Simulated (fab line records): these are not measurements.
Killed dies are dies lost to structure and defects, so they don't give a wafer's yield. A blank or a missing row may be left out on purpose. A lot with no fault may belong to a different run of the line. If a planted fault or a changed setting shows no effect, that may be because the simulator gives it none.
fab line records	flow n5-finfet
record: lots: 11	wafers: 33	last-day: 17
route steps=1938 shown HKMG_FIN@431 PASSIVATION@1936
lots that met no fault: from a run of the same line without faults
start-h: the number of hours between the record's first day and the start of the first shown wafer of the lot	wait-h: time in hours since the lot's previous step	" same as the row above	L1.1+2: several wafers, shown together as one row	- either no value or no given start	* or withheld: withheld	< > ~ a bound
route shown NAME@n: NAME is a module with steps in the file, n the number in the route of the first one	usual: mean and standard deviation over wafers with no fault	same: alike in all rows	chamber/n: place in a boat	sites: per-site readings	_std_site: how widely they spread, as a standard deviation	_edge_site: outer sites' mean less inner sites'	radius-mm: for every site, how far away it sits from the centre of the wafer	mask NAME#n: copy n	behind: the last tool/chamber to shape the wafer	hold: the reason the lot was held/the length of the hold in hours/how it ended	device: which transistor (n, p or np) failed to switch	end of line: at the end of the route, the tests of the same wafers	where a step has no rows: the recipe by itself	killed: not the wafer's yield, but the dies lost to structure and defects at the first sort	map: a wafer's dies, marking killed ones x, the rest . and places with no die _
set.NAME: setting as actually run; set.NAME@STEP: the setting as run at that earlier step	model.NAME: the simulator's own value behind a step, which no gauge read
route steps across a sampled set of lots; one table per step, one row per wafer
services: a tool's chamber out of use, with start hour (start-h, from the record's first day; less than 0 if before it), hours out, and reason
== steps ==
step: N5_HKMG_FIN_OVL_MEAS_13
recipe: points-per-wafer: 44
usual: NWFM_OVL: -0.4/0.73
lot.wafer	tool	chamber	start-h	wait-h	NWFM_OVL[nm]
L923.1	overlay-01	0	87.25	0.0	-1.4
L923.2	"	0	"	"	-1.1
L923.5	"	0	"	"	-1.2
L924.1	overlay-01	0	92.69	0.0	0.4
L924.2	"	0	"	"	0.4
L924.3	"	0	"	"	-0.1
L925.2	overlay-01	0	98.21	0.0	0.8
L925.3	"	0	"	"	-0.7
L925.6	"	0	"	"	0.0
L926.1	overlay-02	0	103.62	0.0	-1.9
L926.4	"	0	"	"	-1.6
L926.5	"	0	"	"	-0.5
L928.1	overlay-02	0	116.64	0.0	-1.7
L928.3	"	0	"	"	-0.8
L928.6	"	0	"	"	-0.7
L930.1	overlay-01	0	127.34	0.0	0.1
L930.2	"	0	"	"	-0.4
L930.6	"	0	"	"	-0.1
L934.3	overlay-02	0	155.59	0.0	-2.0
L934.4	"	0	"	"	-0.2
L934.5	"	0	"	"	-1.2
L935.1	overlay-02	0	158.28	0.0	0.8
L935.4	"	0	"	"	0.0
L935.5	"	0	"	"	1.0
L938.2	overlay-02	0	175.97	0.0	-1.8
L938.3	"	0	"	"	-2.4
L938.6	"	0	"	"	-0.3
L943.2	overlay-01	0	206.74	0.0	-1.3
L943.5	"	0	"	"	-0.9
L943.6	"	0	"	"	-1.1
L944.1	overlay-01	0	212.71	0.0	-1.5
L944.4	"	0	"	"	-0.2
L944.6	"	0	"	"	-0.5
step: N5_HKMG_FIN_STRIP_34
recipe: chemistry: CF4	resist: SiARC	power-w: 300	bias-power-w: 75	pressure-mtorr: 50	cf4-flow-sccm: 150	rf-frequency-hz: 6e+07
usual: drypump-motor-current-A: 5.7/0.3	oes-product-au: 0.74/0.053	power-w: 299.9/0.93	rf-fwd-power-W: 293.5/1.7	rf-vpp-V: 271.2/1.6	showerhead-plenum-p-Torr: 1.80/0.059	throttle-valve-pct: 13.71/0.19
lot.wafer	tool	chamber	start-h	wait-h	drypump-motor-current-A	oes-product-au	power-w	rf-fwd-power-W	rf-hours-counter-h	rf-vpp-V	showerhead-plenum-p-Torr	throttle-valve-pct
L923.1	rie-diel-06	2	87.60	0.0	6.3	0.71	297.9	293.4	222	269.2	1.71	13.89
L923.2	"	3	"	"	5.2	0.75	299.9	291.9	143	269.6	1.73	13.39
L923.5	"	1	"	"	5.5	0.75	301.7	295.5	-	271.8	1.79	13.82
L924.1	rie-diel-02	0	93.03	0.0	5.6	0.72	299.8	-	186	271.5	1.80	13.67
L924.2	"	2	"	"	5.4	0.73	299.9	292.6	191	271.4	1.79	13.60
L924.3	"	3	"	"	5.5	0.75	300.7	292.9	176	271.0	1.79	14.04
L925.2	rie-diel-03	2	98.55	0.0	6.1	0.72	299.2	294.6	195	268.9	1.80	13.56
L925.3	"	1	"	"	5.3	0.72	298.9	294.5	162	273.2	1.87	13.60
L925.6	"	0	"	"	5.5	0.79	298.3	291.3	-	268.6	1.73	13.57
L926.1	rie-diel-02	2	103.96	0.0	5.4	0.73	300.8	291.6	196	269.1	1.79	13.63
L926.4	"	1	"	"	5.9	0.74	300.2	291.9	186	271.5	1.87	13.87
L926.5	"	3	"	"	5.6	0.75	300.0	293.4	-	271.6	1.79	14.05
L928.1	rie-diel-06	3	117.25	0.0	5.2	0.75	299.6	291.9	153	268.1	1.73	13.39
L928.3	"	0	"	"	5.8	0.75	298.6	292.3	153	273.2	1.86	13.64
L928.6	"	2	"	"	6.3	0.71	298.7	291.1	-	268.1	1.71	13.92
L930.1	rie-diel-03	3	127.68	0.0	5.9	0.88	299.2	294.1	34	272.8	1.91	13.42
L930.2	"	1	"	"	5.3	0.71	299.8	295.5	171	273.7	1.86	13.64
L930.6	"	1	"	"	5.3	0.71	299.7	294.7	-	272.2	1.86	13.63
L934.3	rie-diel-03	2	155.98	0.0	6.1	0.72	299.8	-	214	270.3	1.79	13.60
L934.4	"	1	"	"	5.3	0.71	301.9	294.3	180	272.5	1.86	13.65
L934.5	"	3	"	"	5.9	0.86	298.8	295.8	-	274.4	1.90	13.44
L935.1	rie-diel-03	1	158.77	0.0	5.3	0.70	299.7	294.0	182	273.9	1.86	13.64
L935.4	"	3	"	"	5.9	0.86	299.3	295.5	45	272.3	1.90	13.44
L935.5	"	0	"	"	5.5	0.77	300.9	292.4	-	269.1	1.73	13.61
L938.2	rie-diel-06	3	176.31	0.0	5.2	0.73	300.2	292.0	165	268.8	1.72	13.43
L938.3	"	1	"	"	5.5	0.73	299.6	296.8	203	270.4	1.78	13.90
L938.6	"	1	"	"	5.4	0.72	299.2	295.9	-	271.2	1.78	13.92
L943.2	rie-diel-02	0	207.11	0.0	5.6	0.69	299.9	-	225	270.4	1.79	13.75
L943.5	"	3	"	"	5.5	0.71	299.7	293.0	-	270.9	1.78	14.13
L943.6	"	0	"	"	5.6	0.69	300.5	-	-	269.9	1.79	13.75
L944.1	rie-diel-03	0	213.26	0.0	5.6	0.75	301.1	291.5	161	269.7	1.72	13.66
L944.4	"	3	"	"	5.9	0.84	298.9	294.4	63	274.8	1.90	13.48
L944.6	"	3	"	"	5.9	0.84	299.2	293.2	-	271.2	1.90	13.48
step: N5_HKMG_FIN_STRIP_89
recipe: chemistry: N2/H2	material: SOC	time-s: 20	power-w: 500	temp-c: 40	pressure-mtorr: 50	rf-frequency-hz: 6e+07	bias-power-w: 8	h2-frac: 0.5	n2-flow-sccm: 300	h2-flow-sccm: 300
usual: drypump-motor-current-A: 5.64/0.26	oes-product-au: 0.75/0.052	power-w: 499.9/1.6	rf-fwd-power-W: 496.5/1.8	rf-vpp-V: 54.2/0.87	showerhead-plenum-p-Torr: 3.37/0.1	throttle-valve-pct: 19.2/0.3
lot.wafer	tool	chamber	start-h	wait-h	drypump-motor-current-A	oes-product-au	power-w	rf-fwd-power-W	rf-hours-counter-h	rf-vpp-V	showerhead-plenum-p-Torr	throttle-valve-pct
L923.1	rie-diel-06	1	88.71	0.0	5.44	0.74	497.3	500.5	170	55.4	3.36	19.3
L923.2	"	2	"	"	6.27	0.72	499.7	499.7	223	53.2	3.19	19.1
L923.5	"	0	"	"	5.83	0.77	500.6	496.5	-	54.8	3.52	19.1
L924.1	rie-diel-02	3	94.14	0.0	5.57	0.76	501.6	495.4	177	54.0	3.33	19.4
L924.2	"	0	"	"	5.61	0.69	497.8	495.5	187	54.5	3.33	18.7
L924.3	"	1	"	"	5.90	0.74	500.1	494.8	183	53.9	3.48	19.6
L925.2	rie-diel-02	1	99.70	0.0	5.85	0.74	498.9	497.9	185	54.0	3.47	19.6
L925.3	"	2	"	"	5.39	0.74	501.4	495.6	194	54.5	3.34	18.9
L925.6	"	2	"	"	5.37	0.74	501.3	497.2	-	54.2	3.34	18.9
L926.1	rie-diel-03	1	105.05	0.0	5.33	0.74	500.7	497.2	163	55.2	3.49	19.1
L926.4	"	0	"	"	5.54	0.79	498.7	494.4	123	54.5	3.26	19.6
L926.5	"	0	"	"	5.58	0.81	499.4	494.6	-	54.6	3.26	19.6
L928.1	rie-diel-02	3	118.41	0.0	5.56	0.74	503.7	494.5	186	52.6	3.33	19.4
L928.3	"	2	"	"	5.43	0.73	502.9	497.7	201	54.5	3.34	18.9
L928.6	"	2	"	"	5.43	0.74	501.0	496.6	-	55.5	3.34	18.9
L930.1	rie-diel-02	3	128.77	0.0	5.56	0.75	500.0	496.3	190	54.5	3.33	19.4
L930.2	"	0	"	"	5.56	0.70	499.3	495.5	199	54.1	3.32	18.7
L930.6	"	2	"	"	5.38	0.74	501.6	495.6	-	54.6	3.34	18.9
L934.3	rie-diel-02	1	157.09	0.0	5.87	0.72	499.8	495.4	204	53.3	3.46	19.6
L934.4	"	3	"	"	5.57	0.74	501.7	496.8	201	53.9	3.32	19.4
L934.5	"	3	"	"	5.57	0.74	501.0	495.8	-	54.0	3.32	19.5
L935.1	rie-diel-02	2	159.87	0.0	5.42	0.73	502.2	495.3	217	53.5	3.33	18.9
L935.4	"	1	"	"	5.87	0.73	501.6	496.0	-	53.8	3.46	19.6
L935.5	"	3	"	"	5.58	0.75	499.2	496.9	-	54.1	3.32	19.5
L938.2	rie-diel-02	1	177.41	0.0	5.91	0.72	497.6	496.4	212	53.0	3.46	19.6
L938.3	"	2	"	"	5.39	0.73	502.4	492.9	224	53.8	3.33	18.9
L938.6	"	1	"	"	5.93	0.72	497.3	496.5	-	53.2	3.46	19.6
L943.2	rie-diel-02	2	208.22	0.0	5.40	0.71	500.2	494.1	236	53.7	3.32	18.9
L943.5	"	3	"	"	5.57	0.73	499.9	493.6	-	53.8	3.31	19.5
L943.6	"	0	"	"	5.65	0.68	499.6	497.5	-	53.1	3.31	18.7
L944.1	rie-diel-02	3	214.45	0.0	5.58	0.73	500.8	494.7	220	54.6	3.31	19.5
L944.4	"	0	"	"	5.62	0.66	499.6	497.1	228	52.1	3.31	18.7
L944.6	"	3	"	"	5.60	0.72	502.3	495.5	-	52.4	3.31	19.5
step: N5_HKMG_FIN_NWFM_ALD_20
recipe: material: TiAlC	target-thk-a: 20	temp-c: 300	ald-precursor-family: TiCl4	ald-co-reactant: TEA	pulse-time-s: 3	purge-time-s: 2	co-reactant-purge-time-s: 2	co-reactant-pulse-time-s: 10	ald-cycles: 7	pressure-torr: 3
usual: heater-power-w: 485/45	precursor-pulse-height-rel: 0.999/0.018	susceptor-temp-C: 299.99/0.2
same: ald-cycles: 7	purge-time-s: 2
lot.wafer	tool	chamber	start-h	wait-h	heater-power-w	precursor-pulse-height-rel	susceptor-temp-C
L923.1	ald-metal-04	2	89.29	0.3	468	0.974	299.87
L923.2	"	1	"	"	503	0.993	299.88
L923.5	"	1	"	"	503	0.996	300.18
L924.1	ald-metal-03	0	94.71	0.3	503	0.993	299.93
L924.2	"	3	"	"	515	0.981	300.09
L924.3	"	1	"	"	475	0.990	299.94
L925.2	ald-metal-01	2	100.28	0.3	497	0.971	300.04
L925.3	"	3	"	"	450	1.016	299.96
L925.6	"	1	"	"	488	1.020	300.12
L926.1	ald-metal-01	1	105.63	0.3	483	1.022	299.84
L926.4	"	0	"	"	516	1.012	299.67
L926.5	"	0	"	"	536	1.025	299.76
L928.1	ald-metal-04	2	118.99	0.3	458	1.014	300.08
L928.3	"	1	"	"	493	1.008	300.18
L928.6	"	2	"	"	447	0.978	300.15
L930.1	ald-metal-01	0	129.35	0.3	539	1.032	300.07
L930.2	"	3	"	"	452	1.015	300.21
L930.6	"	2	"	"	502	1.001	300.28
L934.3	ald-metal-01	1	157.66	0.1	500	1.026	300.11
L934.4	"	3	"	"	450	1.017	299.80
L934.5	"	2	"	"	465	1.020	290.08
L935.1	ald-metal-04	1	160.44	0.3	512	1.014	299.97
L935.4	"	3	"	"	456	1.006	300.00
L935.5	"	0	"	"	572	0.961	299.86
L938.2	ald-metal-01	2	177.98	0.3	459	1.020	290.08
L938.3	"	3	"	"	447	0.983	300.06
L938.6	"	2	"	"	459	1.011	289.99
L943.2	ald-metal-03	0	208.80	0.3	478	1.010	299.89
L943.5	"	0	"	"	492	1.005	299.77
L943.6	"	1	"	"	467	0.983	300.08
L944.1	ald-metal-04	1	215.02	0.3	505	1.019	300.21
L944.4	"	2	"	"	451	0.968	300.26
L944.6	"	0	"	"	550	1.033	300.28
step: N5_PASSIVATION_PROBE_49
usual: killed_at_M0_to_M3: 34/12	killed_at_M4_up: 12/4.9	killed-at-contacts: 13/7.2	killed-at-front-end: 39/12	killed-at-other: 3.7/2.9	killed-dies: 101/18	killed-open: 67/14	killed-short: 33/7.2
same: gross-dies: 1180	killed-at-back-side: 0
lot.wafer	tool	chamber	start-h	wait-h	killed_at_M0_to_M3	killed_at_M4_up	killed-at-contacts	killed-at-front-end	killed-at-other	killed-dies	killed-open	killed-short
L923.1	prober-01	-	277.49	0.0	30	8	9	43	1	91	65	26
L923.2	prober-01	-	277.54	0.1	50	12	4	45	3	114	61	45
L923.5	prober-01	-	277.69	0.2	43	5	6	33	1	88	51	34
L924.1	prober-02	-	298.80	0.0	35	23	20	25	2	105	73	32
L924.2	prober-02	-	298.85	0.1	37	18	18	26	1	100	69	26
L924.3	prober-02	-	298.90	0.1	49	15	32	27	2	125	92	28
L925.2	prober-01	-	299.33	0.1	15	5	17	31	8	76	53	23
L925.3	prober-01	-	299.38	0.1	23	16	8	50	9	106	72	34
L925.6	prober-01	-	299.53	0.3	11	9	10	38	11	79	49	29
L926.1	prober-02	-	309.86	0.0	29	16	14	25	1	85	58	27
L926.4	prober-02	-	310.01	0.2	34	9	8	29	1	81	53	28
L926.5	prober-02	-	310.06	0.2	41	9	16	30	0	96	71	25
L928.1	prober-02	-	321.68	0.0	27	17	18	31	6	99	63	35
L928.3	prober-02	-	321.78	0.1	22	12	26	41	1	102	67	34
L928.6	prober-02	-	321.93	0.3	33	11	22	20	2	88	53	35
L930.1	prober-01	-	326.58	0.0	77	8	17	29	4	135	93	42
L930.2	prober-01	-	326.63	0.1	70	20	21	44	3	158	117	41
L930.6	prober-01	-	326.83	0.3	65	13	13	22	2	115	78	37
L935.1	prober-02	-	362.32	0.0	25	15	15	54	1	110	66	44
L935.4	prober-02	-	362.47	0.2	30	11	9	34	1	85	46	37
L935.5	prober-02	-	362.52	0.2	14	11	4	43	4	76	51	25
L938.2	prober-01	-	363.49	0.1	33	12	8	41	2	96	58	33
L938.3	prober-01	-	363.54	0.1	25	11	7	44	1	88	47	33
L938.6	prober-01	-	363.69	0.3	52	10	6	50	4	122	78	41
L934.3	prober-01	-	364.39	0.1	25	20	9	63	4	121	77	43
L934.4	prober-01	-	364.44	0.2	32	21	3	30	2	88	60	25
L934.5	prober-01	-	364.49	0.2	44	11	2	37	9	103	65	38
L943.2	prober-01	-	411.00	0.1	26	9	21	42	5	103	67	36
L943.5	prober-01	-	411.15	0.2	33	6	28	30	6	103	67	35
L943.6	prober-01	-	411.20	0.3	30	11	35	39	3	118	86	32
L944.1	prober-02	-	412.43	0.0	42	10	26	50	7	135	94	38
L944.4	prober-02	-	412.58	0.2	44	3	25	44	3	119	71	48
L944.6	prober-02	-	412.68	0.3	35	6	25	23	4	93	65	28
killed by level:class
L923.1 BEOL_M0_SAQP:geometric-particle:open=12 FIN_SAQP:geometric-particle:open=9 STI_FIN_REVEAL:geometric-particle:open=8 MOL_CONTACT_COAG:geometric-particle:open=8 BEOL_M2:geometric-particle:open=8 STARTING-WAFER:geometric-particle:short=6 FIN_SAQP:geometric-particle:short=5 GATE_CUT:geometric-particle:open=4
L923.2 FIN_SAQP:geometric-particle:short=15 BEOL_M2:geometric-particle:open=11 BEOL_M3:geometric-particle:open=10 BEOL_M0_SAQP:geometric-particle:open=8 GATE_CUT:geometric-particle:short=7 BEOL_M0_SAQP:geometric-particle:short=6 BEOL_M4:geometric-particle:open=6 HKMG_FIN:area-etch=6
L923.5 BEOL_M2:geometric-particle:open=14 BEOL_M0_SAQP:geometric-particle:short=7 BEOL_M1:geometric-particle:open=7 FIN_SAQP:geometric-particle:short=6 STI_FIN_REVEAL:geometric-particle:open=5 MOL_CONTACT_COAG:geometric-particle:open=5 STARTING-WAFER:geometric-particle:open=5 GATE_CUT:geometric-particle:short=4
L924.1 MOL_CONTACT_COAG:geometric-particle:open=17 BEOL_M4:geometric-particle:open=11 BEOL_M2:geometric-particle:open=10 BEOL_M3:geometric-particle:open=9 BEOL_M0_SAQP:geometric-particle:short=7 GATE_CUT:geometric-particle:short=6 BEOL_M0_SAQP:geometric-particle:open=5 STI_FIN_REVEAL:geometric-particle:open=3
L924.2 MOL_CONTACT_COAG:geometric-particle:open=15 BEOL_M3:geometric-particle:open=9 BEOL_M0_SAQP:geometric-particle:open=8 BEOL_M0_SAQP:geometric-particle:short=7 GATE_CUT:geometric-particle:short=6 BEOL_M4:geometric-particle:open=6 STI_FIN_REVEAL:geometric-particle:open=4 GATE_CUT:geometric-particle:open=4
L924.3 MOL_CONTACT_COAG:geometric-particle:open=27 BEOL_M0_SAQP:geometric-particle:open=12 BEOL_M3:geometric-particle:open=12 STI_FIN_REVEAL:geometric-particle:open=10 BEOL_M2:geometric-particle:open=9 BEOL_M1:geometric-particle:open=6 STARTING-WAFER:geometric-particle:short=5 MOL_CONTACT_COAG:geometric-particle:short=4
L925.2 MOL_CONTACT_COAG:geometric-particle:open=12 FIN_SAQP:geometric-particle:open=8 BEOL_M2:geometric-particle:open=6 MOL_CONTACT_COAG:geometric-particle:short=5 STI_FIN_REVEAL:geometric-particle:open=4 GATE_CUT:geometric-particle:short=4 FIN_SAQP:geometric-particle:short=3 ILD0:geometric-particle:open=3
L925.3 FIN_SAQP:geometric-particle:open=13 STI_FIN_REVEAL:geometric-particle:open=12 FIN_SAQP:geometric-particle:short=11 MOL_CONTACT_COAG:geometric-particle:open=8 BEOL_M1:geometric-particle:open=6 PASS1_CAP:geometric-particle:open=6 ILD0:geometric-particle:open=5 BEOL_M0_SAQP:geometric-particle:open=5
L925.6 FIN_SAQP:geometric-particle:open=11 MOL_CONTACT_COAG:geometric-particle:open=10 STI_FIN_REVEAL:geometric-particle:open=7 PASS1_CAP:geometric-particle:short=7 FIN_SAQP:geometric-particle:short=4 GATE_CUT:geometric-particle:short=3 BEOL_M0_SAQP:geometric-particle:short=3 PASS1_CAP:geometric-particle:open=3
L926.1 MOL_CONTACT_COAG:geometric-particle:open=13 BEOL_M0_SAQP:geometric-particle:short=9 BEOL_M4:geometric-particle:open=8 BEOL_M0_SAQP:geometric-particle:open=5 STARTING-WAFER:geometric-particle:open=5 FIN_SAQP:geometric-particle:open=4 BEOL_M1:geometric-particle:open=4 STI_FIN_REVEAL:geometric-particle:open=3
L926.4 BEOL_M0_SAQP:geometric-particle:open=16 BEOL_M0_SAQP:geometric-particle:short=8 MOL_CONTACT_COAG:geometric-particle:open=7 GATE_CUT:geometric-particle:short=6 GATE_CUT:geometric-particle:open=6 DUMMY_GATE:geometric-particle:open=5 STI_FIN_REVEAL:geometric-particle:open=4 FIN_SAQP:geometric-particle:short=2
L926.5 BEOL_M2:geometric-particle:open=13 MOL_CONTACT_COAG:geometric-particle:open=13 BEOL_M0_SAQP:geometric-particle:open=13 FIN_SAQP:geometric-particle:open=12 BEOL_M0_SAQP:geometric-particle:short=6 GATE_CUT:geometric-particle:short=5 STI_FIN_REVEAL:geometric-particle:open=4 DUMMY_GATE:geometric-particle:open=4
L928.1 MOL_CONTACT_COAG:geometric-particle:open=16 FIN_SAQP:geometric-particle:open=10 FIN_SAQP:geometric-particle:short=8 BEOL_M0_SAQP:geometric-particle:open=7 BEOL_M4:geometric-particle:short=6 BEOL_M0_SAQP:geometric-particle:short=5 BEOL_M4:geometric-particle:open=5 DUMMY_GATE:geometric-particle:open=4
L928.3 MOL_CONTACT_COAG:geometric-particle:open=21 FIN_SAQP:geometric-particle:short=7 STI_FIN_REVEAL:geometric-particle:open=7 DUMMY_GATE:geometric-particle:open=7 FIN_SAQP:geometric-particle:open=5 MOL_CONTACT_COAG:geometric-particle:short=5 GATE_CUT:geometric-particle:short=5 BEOL_M1:geometric-particle:open=5
L928.6 MOL_CONTACT_COAG:geometric-particle:open=17 BEOL_M0_SAQP:geometric-particle:open=7 BEOL_M3:geometric-particle:open=7 FIN_SAQP:geometric-particle:open=6 MOL_CONTACT_COAG:geometric-particle:short=5 GATE_CUT:geometric-particle:short=4 BEOL_M0_SAQP:geometric-particle:short=4 BEOL_M0:geometric-particle:open=4
L930.1 BEOL_M0_SAQP:geometric-particle:short=19 BEOL_M0_SAQP:geometric-particle:open=16 MOL_CONTACT_COAG:geometric-particle:open=15 BEOL_M3:geometric-particle:open=14 BEOL_M2:geometric-particle:open=10 STI_FIN_REVEAL:geometric-particle:open=6 BEOL_M1:geometric-particle:open=6 BEOL_M0:geometric-particle:open=5
L930.2 BEOL_M3:geometric-particle:open=22 MOL_CONTACT_COAG:geometric-particle:open=17 FIN_SAQP:geometric-particle:open=16 BEOL_M0_SAQP:geometric-particle:open=15 BEOL_M4:geometric-particle:open=12 BEOL_M0_SAQP:geometric-particle:short=10 STI_FIN_REVEAL:geometric-particle:open=10 BEOL_M1:geometric-particle:open=6
L930.6 BEOL_M0_SAQP:geometric-particle:open=14 MOL_CONTACT_COAG:geometric-particle:open=13 BEOL_M0_SAQP:geometric-particle:short=11 BEOL_M0:geometric-particle:open=10 BEOL_M3:geometric-particle:open=9 BEOL_M4:geometric-particle:open=7 STI_FIN_REVEAL:geometric-particle:open=6 BEOL_M3:geometric-particle:short=6
L935.1 FIN_SAQP:geometric-particle:open=13 FIN_SAQP:geometric-particle:short=12 STI_FIN_REVEAL:geometric-particle:open=9 MOL_CONTACT_COAG:geometric-particle:open=9 BEOL_M4:geometric-particle:open=7 MOL_CONTACT_COAG:geometric-particle:short=6 BEOL_M0_SAQP:geometric-particle:short=6 BEOL_M0_SAQP:geometric-particle:open=6
L935.4 BEOL_M0_SAQP:geometric-particle:short=13 FIN_SAQP:geometric-particle:open=7 MOL_CONTACT_COAG:geometric-particle:open=7 FIN_SAQP:geometric-particle:short=6 BEOL_M0_SAQP:geometric-particle:open=5 STI_FIN_REVEAL:geometric-particle:open=4 BEOL_M2:geometric-particle:open=4 BEOL_M4:geometric-particle:open=4
L935.5 FIN_SAQP:geometric-particle:open=18 FIN_SAQP:geometric-particle:short=8 BEOL_M3:geometric-particle:open=7 GATE_CUT:geometric-particle:short=4 BEOL_M10:geometric-particle:open=4 STI_FIN_REVEAL:geometric-particle:open=3 MOL_CONTACT_COAG:geometric-particle:open=3 SPACER0:geometric-particle:short=2
L938.2 BEOL_M0_SAQP:geometric-particle:short=8 FIN_SAQP:geometric-particle:open=7 STI_FIN_REVEAL:geometric-particle:open=7 BEOL_M2:geometric-particle:open=7 BEOL_M0_SAQP:geometric-particle:open=6 BEOL_M1:geometric-particle:open=5 BEOL_M4:geometric-particle:open=5 MOL_CONTACT_COAG:geometric-particle:short=4
L938.3 STI_FIN_REVEAL:geometric-particle:open=11 FIN_SAQP:geometric-particle:open=9 FIN_SAQP:geometric-particle:short=8 BEOL_M0_SAQP:geometric-particle:short=7 MOL_CONTACT_COAG:geometric-particle:open=6 BEOL_M0_SAQP:geometric-particle:open=6 BEOL_M1:geometric-particle:short=4 STI_FIN_REVEAL:geometric-particle:short=3
L938.6 STI_FIN_REVEAL:geometric-particle:open=21 BEOL_M0_SAQP:geometric-particle:short=12 BEOL_M3:geometric-particle:open=12 BEOL_M0_SAQP:geometric-particle:open=10 BEOL_M1:geometric-particle:open=9 STI_FIN_REVEAL:geometric-particle:short=7 GATE_CUT:geometric-particle:short=7 GATE_CUT:geometric-particle:open=5
L934.3 FIN_SAQP:geometric-particle:open=12 FIN_SAQP:geometric-particle:short=10 STI_FIN_REVEAL:geometric-particle:open=9 BEOL_M4:geometric-particle:open=8 BEOL_M2:geometric-particle:open=8 MOL_CONTACT_COAG:geometric-particle:open=7 BEOL_M5:geometric-particle:open=7 GATE_CUT:geometric-particle:open=6
L934.4 BEOL_M2:geometric-particle:open=10 BEOL_M3:geometric-particle:open=8 BEOL_M5:geometric-particle:open=7 BEOL_M4:geometric-particle:open=6 FIN_SAQP:geometric-particle:short=4 FIN_SAQP:geometric-particle:open=4 STI_FIN_REVEAL:geometric-particle:open=4 BEOL_M0_SAQP:geometric-particle:short=4
L934.5 BEOL_M3:geometric-particle:open=13 STI_FIN_REVEAL:geometric-particle:open=11 BEOL_M0_SAQP:geometric-particle:short=10 BEOL_M0_SAQP:geometric-particle:open=7 FIN_SAQP:geometric-particle:short=5 STI_FIN_REVEAL:geometric-particle:short=5 BEOL_M2:geometric-particle:open=5 PASS1_CAP:geometric-particle:open=5
L943.2 STI_FIN_REVEAL:geometric-particle:open=17 MOL_CONTACT_COAG:geometric-particle:open=17 BEOL_M0_SAQP:geometric-particle:short=9 BEOL_M3:geometric-particle:open=8 STARTING-WAFER:geometric-particle:short=6 FIN_SAQP:geometric-particle:open=5 MOL_CONTACT_COAG:geometric-particle:short=4 BEOL_M1:geometric-particle:short=4
L943.5 MOL_CONTACT_COAG:geometric-particle:open=19 BEOL_M1:geometric-particle:open=12 MOL_CONTACT_COAG:geometric-particle:short=9 STI_FIN_REVEAL:geometric-particle:open=7 BEOL_M0_SAQP:geometric-particle:short=6 GATE_CUT:geometric-particle:short=5 BEOL_M3:geometric-particle:open=5 BEOL_M2:geometric-particle:open=5
L943.6 MOL_CONTACT_COAG:geometric-particle:open=28 STI_FIN_REVEAL:geometric-particle:open=11 BEOL_M3:geometric-particle:open=9 MOL_CONTACT_COAG:geometric-particle:short=7 BEOL_M2:geometric-particle:open=7 DUMMY_GATE:geometric-particle:open=6 GATE_CUT:geometric-particle:short=5 BEOL_M0_SAQP:geometric-particle:short=5
L944.1 MOL_CONTACT_COAG:geometric-particle:open=21 STI_FIN_REVEAL:geometric-particle:open=18 BEOL_M3:geometric-particle:open=17 FIN_SAQP:geometric-particle:short=11 FIN_SAQP:geometric-particle:open=8 BEOL_M0_SAQP:geometric-particle:open=8 BEOL_M0_SAQP:geometric-particle:short=7 MOL_CONTACT_COAG:geometric-particle:short=5
L944.4 MOL_CONTACT_COAG:geometric-particle:open=19 FIN_SAQP:geometric-particle:short=13 BEOL_M0_SAQP:geometric-particle:open=13 BEOL_M0_SAQP:geometric-particle:short=12 STI_FIN_REVEAL:geometric-particle:open=8 BEOL_M1:geometric-particle:open=7 MOL_CONTACT_COAG:geometric-particle:short=6 STARTING-WAFER:geometric-particle:short=6
L944.6 MOL_CONTACT_COAG:geometric-particle:open=22 BEOL_M1:geometric-particle:open=11 BEOL_M0_SAQP:geometric-particle:open=10 BEOL_M1:geometric-particle:short=5 BEOL_M0_SAQP:geometric-particle:short=4 STARTING-WAFER:geometric-particle:short=4 FIN_SAQP:geometric-particle:short=3 DUMMY_GATE:geometric-particle:open=3
== services ==
tool	chamber	start-h	hours	kind
rie-diel-02	2	69.19	10.5	repair
ald-metal-04	0	71.63	3.2	repair
rie-diel-06	3	119.33	22.6	repair
ald-metal-01	-	129.77	2.8	pm
rie-diel-02	1	146.47	3.9	repair
ald-metal-04	1	148.48	2.5	repair
ald-metal-01	0	152.00	28.8	repair
rie-diel-06	2	165.55	-	clean
rie-diel-06	2	165.55	-	consumable-replace:focus-ring
rie-diel-06	2	165.55	-	consumable-replace:showerhead
rie-diel-06	2	165.55	25.6	scheduled-down
rie-diel-06	2	165.55	25.6	vent-cycle
rie-diel-02	3	185.18	6.4	repair
ald-metal-01	-	190.92	8.7	pm
ald-metal-01	-	202.60	1.7	repair
ald-metal-01	2	210.73	4.0	repair
== key ==
first-sign: step: N5_HKMG_FIN_NWFM_ALD_20	reading: susceptor-temp-C	direction: down	sigmas: 50	usual: *	struck: *
effect none on later readings
met-at N5_HKMG_FIN_NWFM_ALD_20
struck-lots L934,L938
struck-wafers L934.5,L938.2,L938.6
tester-left-out L934,L938
not-acting-at N5_HKMG_FIN_OVL_MEAS_13,N5_HKMG_FIN_STRIP_34,N5_HKMG_FIN_STRIP_89
onset-between 129.35 157.66
fault: kind: process-parameter-drift	tool: ald-metal-01	chamber: 2	onset-h: 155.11	steps: N5_HKMG_FIN_NWFM_ALD_20	channel: temp-c	offset: *	shape: step	end-h: 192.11	acts-in: *	stated: *
tester-left-out: of these lots the tester's yield and bins aren't shown, on N5 and GAA mostly nor the transistor test; their killed dies are dies lost to structure and defects alone, not to doping, threshold or leakage, so they don't give the yield
